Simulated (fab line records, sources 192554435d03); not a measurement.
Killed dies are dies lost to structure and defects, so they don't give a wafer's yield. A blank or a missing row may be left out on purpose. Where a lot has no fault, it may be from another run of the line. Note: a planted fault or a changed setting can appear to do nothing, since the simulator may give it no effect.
fab line records	flow n5_finfet
record: lots: 14	wafers: 41	last_day: 16
route steps=1938 shown DUMMY_GATE@244 SPACER0@258 SD_EPI_N@268 BEOL_M4@1111
lots that met no fault: from a run of the same line without faults
start_h: start of the lot's first displayed wafer, in hours after the record's first day	wait_h: hours since the lot's step before	" identical to the entry in the row above	L1.1+2: one row covering several wafers at once	- no value, or no start given	* or withheld: withheld	< > ~ a bound
route shown NAME@n: a module of which the file shows steps, and the number in the route of the first	usual: the fault-free wafers' mean and standard deviation	same: alike in all rows	chamber/n: place in a boat	sites: per-site readings	_std_site: standard deviation across them	_edge_site: mean of outer sites minus mean of inner sites	radius_mm: for every site, how far away it sits from the centre of the wafer	mask NAME#n: copy n	behind: the tool/chamber that last shaped the wafer	hold: why the lot went on hold/how many hours it stayed there/how the hold came to an end	device: transistor that didn't switch, given as n, p or np	end of line: the tests these same wafers got at the end of their route	for a step that has no rows: nothing shown but its recipe	killed: count of dies lost to structure and defects at first sort (not the wafer's yield)	map: the dies of a wafer, with x for killed, . for not killed, _ for no die there
set.NAME: setting as actually run; set.NAME@STEP: the setting as run at that earlier step	model.NAME: the simulator's own value behind a step, which no gauge read
the route's steps for a sample of lots (tables are steps, rows are wafers)
services: the hour from which a tool's chamber was out of use, counted from the record's first day as start_h (under 0 if before that day), plus the number of hours and why
== steps ==
step: N5_DUMMY_GATE_STRIP_41
recipe: chemistry: O2	power_w: 400	temp_c: 40	pressure_mtorr: 30	rf_frequency_hz: 6e+07	bias_power_w: 0	overash_fraction: 0.3	o2_flow_sccm: 225
usual: drypump_motor_current_A: 5.62/0.28	oes_product_au: 0.77/0.075	rf_vpp_V: 3.6/0.5	showerhead_plenum_p_Torr: 2.13/0.045	throttle_valve_pct: 16.67/0.25
same: bias_power_w: 0
lot.wafer	tool	chamber	start_h	wait_h	drypump_motor_current_A	oes_product_au	rf_hours_counter_h	rf_vpp_V	showerhead_plenum_p_Torr	throttle_valve_pct
L850.2	rie_diel-06	2	58.37	0.0	5.56	0.75	153	4.2	2.11	16.81
L850.3	"	1	"	"	5.25	0.70	232	3.4	2.16	16.73
L850.5	"	0	"	"	5.85	0.76	-	3.3	2.16	16.52
L851.2	rie_diel-05	2	66.19	0.0	5.54	0.90	18	3.8	2.13	16.47
L851.4	"	0	"	"	6.01	0.78	134	3.8	2.20	16.51
L851.5	"	3	"	"	5.55	0.72	-	3.6	2.09	16.91
L852.2	rie_diel-05	2	71.55	0.0	5.54	0.90	20	3.8	2.13	16.47
L852.5	"	1	"	"	5.28	0.84	-	3.5	2.13	16.41
L852.6	"	2	"	"	5.55	0.91	-	4.1	2.13	16.49
L853.2	rie_diel-01	2	79.40	0.0	5.25	0.70	197	4.7	2.10	16.67
L853.4	"	0	"	"	6.07	0.67	236	4.2	2.18	17.12
L853.6	"	2	"	"	5.26	0.70	-	4.2	2.10	16.67
L854.5	rie_diel-06	2	85.10	0.0	5.54	0.73	-	3.8	2.10	16.82
L854.6	"	3	"	"	5.33	0.90	-	2.8	2.05	16.53
L855.3	rie_diel-01	3	92.74	0.0	5.73	0.77	167	4.3	2.16	16.32
L855.5	"	0	"	"	6.07	0.66	-	4.0	2.17	17.09
L855.6	"	3	"	"	5.72	0.77	-	4.1	2.16	16.32
L859.2	rie_diel-01	0	114.41	0.0	6.06	0.66	246	2.9	2.17	17.13
L859.4	"	3	"	"	5.77	0.77	174	3.3	2.16	16.34
L859.6	"	0	"	"	6.06	0.66	-	3.8	2.17	17.13
L860.1	rie_diel-01	2	120.77	0.0	5.28	0.70	209	3.3	2.09	16.68
L860.2	"	3	"	"	5.76	0.76	176	3.5	2.16	16.34
L860.4	"	0	"	"	6.12	0.66	248	3.9	2.17	17.11
L862.2	rie_diel-05	3	131.62	0.0	5.54	0.70	202	3.3	2.08	16.92
L862.3	"	0	"	"	6.01	0.77	153	3.4	2.19	16.52
L862.6	"	1	"	"	5.29	0.81	-	4.6	2.12	16.44
L863.1	rie_diel-06	0	139.34	0.0	5.83	0.74	157	4.4	2.15	16.57
L863.2	"	3	"	"	5.30	0.87	58	3.3	2.04	16.57
L863.3	"	2	"	"	5.56	0.73	180	4.3	2.10	16.86
L864.1	rie_diel-06	3	142.12	0.0	5.27	0.86	59	3.0	2.04	16.58
L864.2	"	0	"	"	5.83	0.73	159	3.4	2.15	16.58
L864.3	"	2	"	"	5.56	0.72	181	3.3	2.10	16.86
L865.1	rie_diel-05	3	148.06	0.0	5.55	0.70	206	4.3	2.08	16.95
L865.2	"	1	"	"	5.28	0.82	77	2.9	2.12	16.42
L865.6	"	2	"	"	5.56	0.86	-	3.3	2.12	16.51
L866.4	rie_diel-05	2	153.73	0.0	5.52	0.85	44	3.6	2.12	16.53
L866.5	"	2	"	"	5.54	0.84	-	4.4	2.12	16.51
L866.6	"	3	"	"	5.54	0.70	-	4.3	2.08	16.95
L867.1	rie_diel-06	0	160.47	0.0	5.85	0.73	167	3.9	2.15	16.58
L867.5	"	3	"	"	5.28	0.85	-	3.2	2.04	16.60
L867.6	"	0	"	"	5.83	0.72	-	3.5	2.15	16.59
step: N5_DUMMY_GATE_ETCH_44
recipe: chemistry: HBr/O2	over_etch_frac: 0.7	target_depth_a: 1275	stop_on: SiO2	ion_energy_ev: 60	bias_w: 20	target: poly-Si	mask_material: SiO2	pressure_mtorr: 20	icp_w: 400	HBr_flow_sccm: 120	O2_flow_sccm: 10
usual: O2_flow_sccm: 9.997/0.028	drypump_motor_current_A: 6.0/0.53	oes_product_au: 0.728/0.012	throttle_valve_pct: 18.44/0.21
lot.wafer	tool	chamber	start_h	wait_h	O2_flow_sccm	drypump_motor_current_A	oes_product_au	rf_hours_counter_h	throttle_valve_pct
L850.2	rie_si-06	2	58.66	0.0	10.005	5.9	0.705	16	18.25
L850.3	"	0	"	"	10.061	5.9	0.741	0	18.35
L850.5	"	1	"	"	9.988	6.6	0.727	-	18.14
L851.2	rie_si-05	0	66.48	0.0	10.004	5.9	0.706	100	18.57
L851.4	"	3	"	"	9.994	6.6	0.727	66	18.68
L851.5	"	2	"	"	9.997	5.1	0.722	-	18.26
L852.2	rie_si-01	3	71.84	0.0	10.032	6.3	0.734	4	17.96
L852.5	"	0	"	"	10.027	6.0	0.731	-	18.60
L852.6	"	3	"	"	10.042	6.3	0.755	-	17.96
L853.2	rie_si-05	2	79.69	0.0	9.991	5.1	0.730	71	18.26
L853.4	"	0	"	"	9.978	5.9	0.727	101	18.57
L853.6	"	1	"	"	9.994	6.2	0.732	-	18.42
L854.5	rie_si-01	0	85.41	0.0	10.000	5.9	0.743	-	18.62
L854.6	"	3	"	"	10.033	6.3	0.734	-	17.96
L855.3	rie_si-05	0	93.03	0.0	9.999	5.9	0.725	101	18.58
L855.5	"	0	"	"	10.008	5.9	0.719	-	18.58
L855.6	"	1	"	"	10.042	6.3	0.734	-	18.43
L859.2	rie_si-05	2	114.70	0.0	9.973	5.1	0.729	72	18.24
L859.4	"	3	"	"	9.978	6.6	0.728	67	18.72
L859.6	"	2	"	"	10.022	5.1	0.726	-	18.24
L860.1	rie_si-05	2	121.06	0.0	10.015	5.1	0.722	72	18.25
L860.2	"	1	"	"	9.963	6.3	0.725	33	18.42
L860.4	"	0	"	"	10.007	5.9	0.715	102	18.57
L862.2	rie_si-05	1	131.91	0.0	9.979	6.3	0.733	33	18.41
L862.3	"	2	"	"	9.994	5.1	0.723	72	18.24
L862.6	"	0	"	"	9.973	5.9	0.717	-	18.58
L863.1	rie_si-06	2	139.63	0.0	9.995	5.9	0.721	17	18.24
L863.2	"	0	"	"	9.994	5.9	0.747	1	18.35
L863.3	"	3	"	"	9.976	6.0	0.746	0	18.50
L864.1	rie_si-06	3	142.41	0.0	10.000	6.1	0.738	0	18.49
L864.2	"	2	"	"	10.035	5.9	0.713	17	18.25
L864.3	"	0	"	"	10.023	5.9	0.744	2	18.33
L865.1	rie_si-05	3	148.35	0.0	10.047	6.6	0.715	68	18.71
L865.2	"	0	"	"	10.027	5.9	0.722	102	18.56
L865.6	"	2	"	"	9.972	5.1	0.714	-	18.23
L866.4	rie_si-05	0	154.02	0.0	10.005	5.9	0.737	102	18.57
L866.5	"	1	"	"	9.995	6.3	0.734	-	18.42
L866.6	"	2	"	"	10.035	5.1	0.726	-	18.24
L867.1	rie_si-01	3	160.85	0.0	9.969	6.4	0.738	6	17.97
L867.5	"	1	"	"	9.987	6.2	0.733	-	18.52
L867.6	"	0	"	"	10.012	5.9	0.729	-	18.62
step: N5_SPACER0_ALD_07
recipe: material: SiNx	target_thk_a: 20	temp_c: 400	ald_precursor_family: SiH2I2	ald_co_reactant: N2/H2-plasma	pressure_torr: 2
usual: heater_power_w: 879/100
lot.wafer	tool	chamber	start_h	wait_h	heater_power_w
L850.2	ald_sin-03	2	59.09	0.0	758
L850.3	"	3	"	"	1070
L850.5	"	0	"	"	880
L851.2	ald_sin-04	0	66.99	0.1	897
L851.4	"	2	"	"	936
L851.5	"	3	"	"	749
L852.2	ald_sin-03	2	72.35	0.0	765
L852.5	"	2	"	"	752
L852.6	"	1	"	"	814
L853.2	ald_sin-03	0	80.14	0.0	861
L853.4	"	2	"	"	767
L853.6	"	1	"	"	811
L854.5	ald_sin-03	3	86.90	1.1	1079
L854.6	"	2	"	"	770
L855.3	ald_sin-03	0	93.47	0.0	888
L855.5	"	2	"	"	764
L855.6	"	3	"	"	1084
L859.2	ald_sin-01	2	115.13	0.0	1072
L859.4	"	0	"	"	845
L859.6	"	2	"	"	1058
L860.1	ald_sin-04	3	121.62	0.1	740
L860.2	"	1	"	"	788
L860.4	"	0	"	"	922
L862.2	ald_sin-01	1	132.34	0.0	902
L862.3	"	2	"	"	1048
L862.6	"	2	"	"	1010
L863.1	ald_sin-04	0	140.17	0.0	906
L863.2	"	2	"	"	934
L863.3	"	3	"	"	772
L864.1	ald_sin-03	2	143.04	0.2	752
L864.2	"	3	"	"	1070
L864.3	"	0	"	"	878
L865.1	ald_sin-01	3	148.78	0.0	813
L865.2	"	1	"	"	943
L865.6	"	0	"	"	828
L866.4	ald_sin-04	2	154.61	0.1	963
L866.5	"	3	"	"	780
L866.6	"	0	"	"	901
L867.1	ald_sin-03	2	161.78	0.5	747
L867.5	"	1	"	"	812
L867.6	"	0	"	"	895
step: N5_SD_EPI_N_PEB_07
recipe: peb_temp_c: 110	peb_time_s: 60	resist: CAR-ArF-block
usual: heater_power_total_W: 175.6/1.6
lot.wafer	tool	chamber	start_h	wait_h	heater_power_total_W
L850.2	litho_track-01	0	59.99	0.0	173.0
L850.3	"	0	"	"	177.1
L850.5	"	0	"	"	176.7
L851.2	litho_track-02	0	67.89	0.0	173.8
L851.4	"	0	"	"	173.5
L851.5	"	0	"	"	175.8
L852.2	litho_track-03	0	73.13	0.0	177.5
L852.5	"	0	"	"	175.0
L852.6	"	0	"	"	177.4
L853.2	litho_track-01	0	81.04	0.0	176.1
L853.4	"	0	"	"	177.6
L853.6	"	0	"	"	175.1
L854.5	litho_track-03	0	87.73	0.0	175.3
L854.6	"	0	"	"	175.7
L855.3	litho_track-03	0	94.25	0.0	177.2
L855.5	"	0	"	"	176.6
L855.6	"	0	"	"	174.4
L859.2	litho_track-01	0	116.04	0.0	374.7
L859.4	"	0	"	"	177.0
L859.6	"	0	"	"	367.3
L860.1	litho_track-02	0	122.52	0.1	176.7
L860.2	"	0	"	"	175.7
L860.4	"	0	"	"	174.3
L862.2	litho_track-01	0	133.11	0.0	371.7
L862.3	"	0	"	"	177.4
L862.6	"	0	"	"	369.0
L863.1	litho_track-02	0	140.94	0.1	173.0
L863.2	"	0	"	"	177.5
L863.3	"	0	"	"	177.3
L864.1	litho_track-03	0	143.81	0.1	173.1
L864.2	"	0	"	"	175.7
L864.3	"	0	"	"	174.0
L865.1	litho_track-03	0	149.55	0.1	177.5
L865.2	"	0	"	"	174.0
L865.6	"	0	"	"	177.6
L866.4	litho_track-03	0	155.31	0.0	176.1
L866.5	"	0	"	"	174.5
L866.6	"	0	"	"	176.4
L867.1	litho_track-03	0	162.67	0.1	174.1
L867.5	"	0	"	"	176.2
L867.6	"	0	"	"	177.4
step: N5_SD_EPI_N_CD_MEAS_09
recipe: target_cd_nm: 120	landing_energy_ev: 500	detector: se_inlens
usual: cd_nm: 119.9/0.64
lot.wafer	tool	chamber	start_h	wait_h	cd_nm
L850.2	cd_sem-02	0	60.06	-	120.5
L850.3	"	0	"	"	119.1
L850.5	"	0	"	"	119.4
L851.2	cd_sem-02	0	67.96	-	119.4
L851.4	"	0	"	"	120.6
L851.5	"	0	"	"	119.3
L852.2	cd_sem-01	0	73.19	-	119.1
L852.5	"	0	"	"	119.1
L852.6	"	0	"	"	119.3
L853.2	cd_sem-01	0	81.11	-	118.9
L853.4	"	0	"	"	119.9
L853.6	"	0	"	"	119.9
L854.5	cd_sem-02	0	87.80	-	119.2
L854.6	"	0	"	"	119.3
L855.3	cd_sem-01	0	94.32	-	119.8
L855.5	"	0	"	"	118.8
L855.6	"	0	"	"	120.6
L859.2	cd_sem-03	0	116.11	-	59.6
L859.4	"	0	"	"	119.8
L859.6	"	0	"	"	60.8
L860.1	cd_sem-03	0	122.59	-	119.9
L860.2	"	0	"	"	119.5
L860.4	"	0	"	"	120.6
L862.2	cd_sem-02	0	133.18	-	60.4
L862.3	"	0	"	"	121.0
L862.6	"	0	"	"	60.7
L863.1	cd_sem-02	0	141.01	-	121.6
L863.2	"	0	"	"	120.3
L863.3	"	0	"	"	120.0
L864.1	cd_sem-03	0	143.88	-	120.8
L864.2	"	0	"	"	120.7
L864.3	"	0	"	"	120.4
L865.1	cd_sem-02	0	149.62	-	119.1
L865.2	"	0	"	"	119.5
L865.6	"	0	"	"	120.6
L866.4	cd_sem-03	0	155.38	-	119.5
L866.5	"	0	"	"	120.3
L866.6	"	0	"	"	120.1
L867.1	cd_sem-01	0	162.74	-	119.3
L867.5	"	0	"	"	119.1
L867.6	"	0	"	"	119.3
step: N5_BEOL_M4_RC_MEAS_101
usual: DIBL_N: 35.8/1.5	DIBL_P: 35.9/1.8	IOFF_N: 0.152/0.025	IOFF_P: 0.21/0.031	ION_N: 672/11	ION_P: 462/7.4	SS_N: 71.5/0.52	SS_P: 73.2/0.54	VT_N: 250/3	VT_P: -250/3.3
lot.wafer	tool	chamber	start_h	wait_h	DIBL_N[mV/V]	DIBL_P[mV/V]	IOFF_N[nA/um]	IOFF_P[nA/um]	ION_N[uA/um]	ION_P[uA/um]	SS_N[mV/dec]	SS_P[mV/dec]	VT_N[mV]	VT_P[mV]
L851.2	prober-01	0	178.69	0.2	34.4	31.2	0.096	0.13	655	449	70.5	72.3	261	-260
L851.4	"	0	"	"	37.0	34.5	0.137	0.18	672	458	71.1	73.2	253	-254
L851.5	"	0	"	"	36.8	34.3	0.137	0.18	669	458	71.2	73.1	251	-255
L850.2	prober-02	0	178.93	0.2	37.5	36.4	0.161	0.23	675	467	71.4	73.3	249	-247
L850.3	"	0	"	"	38.5	38.3	0.195	0.27	690	474	72.0	73.9	244	-245
L850.5	"	0	"	"	35.5	34.8	0.131	0.20	665	465	71.7	73.3	251	-248
L852.2	prober-01	0	199.76	0.2	33.9	34.8	0.122	0.16	670	457	70.9	72.9	250	-254
L852.5	"	0	"	"	34.9	35.9	0.143	0.17	674	452	70.7	73.0	251	-252
L852.6	"	0	"	"	34.1	35.4	0.125	0.16	665	459	71.5	72.6	251	-256
L853.2	prober-02	0	202.37	0.2	36.1	34.1	0.143	0.20	678	465	71.3	73.3	251	-249
L853.4	"	0	"	"	36.7	34.2	0.153	0.20	659	449	71.6	73.1	249	-247
L853.6	"	0	"	"	36.1	35.3	0.155	0.22	664	461	70.4	73.9	248	-247
L855.3	prober-02	0	209.16	0.3	37.0	36.6	0.143	0.19	670	459	71.6	73.8	252	-255
L855.5	"	0	"	"	37.5	37.7	0.146	0.19	665	453	71.9	74.1	254	-255
L855.6	"	0	"	"	35.0	33.7	0.112	0.14	661	450	71.4	72.9	256	-259
L854.5	prober-02	0	219.01	0.6	36.8	38.6	0.155	0.19	678	459	71.0	73.4	252	-252
L854.6	"	0	"	"	37.5	38.5	0.170	0.20	676	463	70.9	73.9	251	-254
L860.1	prober-01	0	236.76	0.0	37.1	37.8	0.177	0.23	667	458	71.3	74.7	248	-248
L860.2	"	0	"	"	34.2	34.8	0.128	0.18	677	467	71.8	73.7	252	-250
L860.4	"	0	"	"	35.5	36.5	0.145	0.20	672	459	71.3	74.1	251	-253
L859.4	prober-02	0	240.38	0.5	36.5	35.2	0.167	0.21	681	466	72.1	72.9	251	-246
L862.3	prober-01	0	246.63	0.3	35.6	35.4	0.143	0.20	667	464	71.7	73.0	253	-251
L863.1	prober-02	0	261.63	0.0	35.2	36.2	0.142	0.20	675	461	71.5	73.4	250	-252
L863.2	"	0	"	"	38.9	40.1	0.205	0.27	687	475	72.3	74.0	245	-247
L863.3	"	0	"	"	35.4	35.7	0.134	0.20	658	456	71.5	72.7	250	-251
L864.1	prober-01	0	263.71	0.0	37.7	38.6	0.218	0.29	700	484	72.0	74.3	244	-243
L864.2	"	0	"	"	36.0	35.8	0.172	0.23	676	465	71.6	72.8	245	-248
L864.3	"	0	"	"	36.5	38.0	0.196	0.28	706	489	72.4	73.7	245	-243
L866.4	prober-02	0	271.90	0.5	35.5	37.1	0.182	0.24	682	460	71.9	73.3	247	-247
L866.5	"	0	"	"	34.3	37.2	0.175	0.24	694	471	71.1	72.5	245	-250
L866.6	"	0	"	"	34.1	36.0	0.154	0.21	675	460	71.2	72.7	250	-248
L865.1	prober-01	0	284.90	0.0	34.6	35.8	0.160	0.20	672	456	71.6	73.2	247	-250
L865.2	"	0	"	"	36.3	37.8	0.185	0.24	692	470	71.3	73.8	245	-250
L865.6	"	0	"	"	35.0	36.7	0.175	0.22	701	472	71.0	73.5	246	-250
L867.1	prober-02	0	285.84	0.0	36.3	38.6	0.179	0.24	677	463	71.6	73.8	247	-249
L867.5	"	0	"	"	36.0	39.4	0.177	0.26	689	477	71.5	73.7	248	-248
L867.6	"	0	"	"	35.3	37.1	0.159	0.22	683	462	71.4	73.4	251	-249
== services ==
tool	chamber	start_h	hours	kind
rie_diel-01	0	35.29	4.0	repair
rie_si-06	0	35.74	-	clean
rie_si-06	0	35.74	17.7	scheduled_down
litho_track-01	-	43.30	-	consumable_replace:filter
ald_sin-01	-	50.80	6.6	repair
rie_si-01	0	51.83	3.8	repair
rie_diel-05	1	73.51	5.2	repair
rie_si-06	-	83.98	14.6	pm
ald_sin-01	-	85.29	14.0	pm
rie_si-01	0	101.50	3.9	repair
rie_si-01	1	116.94	15.1	repair
rie_diel-01	0	126.57	-	clean
rie_diel-01	0	126.57	-	consumable_replace:focus_ring
rie_diel-01	0	126.57	18.5	scheduled_down
rie_diel-01	0	126.57	18.5	vent_cycle
rie_diel-06	1	130.63	9.8	repair
rie_si-05	1	140.48	0.9	repair
rie_diel-06	1	140.64	-	clean
rie_diel-06	1	140.64	-	consumable_replace:focus_ring
rie_diel-06	1	140.64	25.2	scheduled_down
rie_diel-06	1	140.64	25.2	vent_cycle
ald_sin-01	3	141.04	5.9	repair
rie_diel-06	2	149.71	12.8	repair
rie_diel-01	3	157.99	1.5	repair
== key ==
first_sign: step: N5_SD_EPI_N_PEB_07	reading: heater_power_total_W	direction: up	sigmas: 99+	usual: *	struck: *
effect: step: N5_SD_EPI_N_CD_MEAS_09	reading: cd_nm	direction: down	sigmas: 94	usual: 119.9	struck: 60.4
met_at N5_SD_EPI_N_PEB_07
struck_lots L859,L862
struck_wafers L859.2,L859.6,L862.2,L862.6
later_rows_left_out L859.2,L859.6,L862.2,L862.6
sort_left_out L859.2,L859.6,L862.2,L862.6
not_acting_at N5_DUMMY_GATE_STRIP_41,N5_DUMMY_GATE_ETCH_44,N5_SPACER0_ALD_07
onset_between 81.04 116.04
fault: kind: process_parameter_drift	tool: litho_track-01	chamber: -	onset_h: 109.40	steps: N5_SD_EPI_N_PEB_07	channel: peb_time_s	offset: *	shape: step	end_h: 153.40	scope: struck_wafers_only	acts_in: *	stated: *
sort_left_out: the simulated sort isn't trusted on such a fault, so these wafers' sort isn't shown, and their yield isn't known
later_rows_left_out: the simulator's readings of these wafers behind a module that went badly wrong aren't trusted and aren't shown, but for the sort
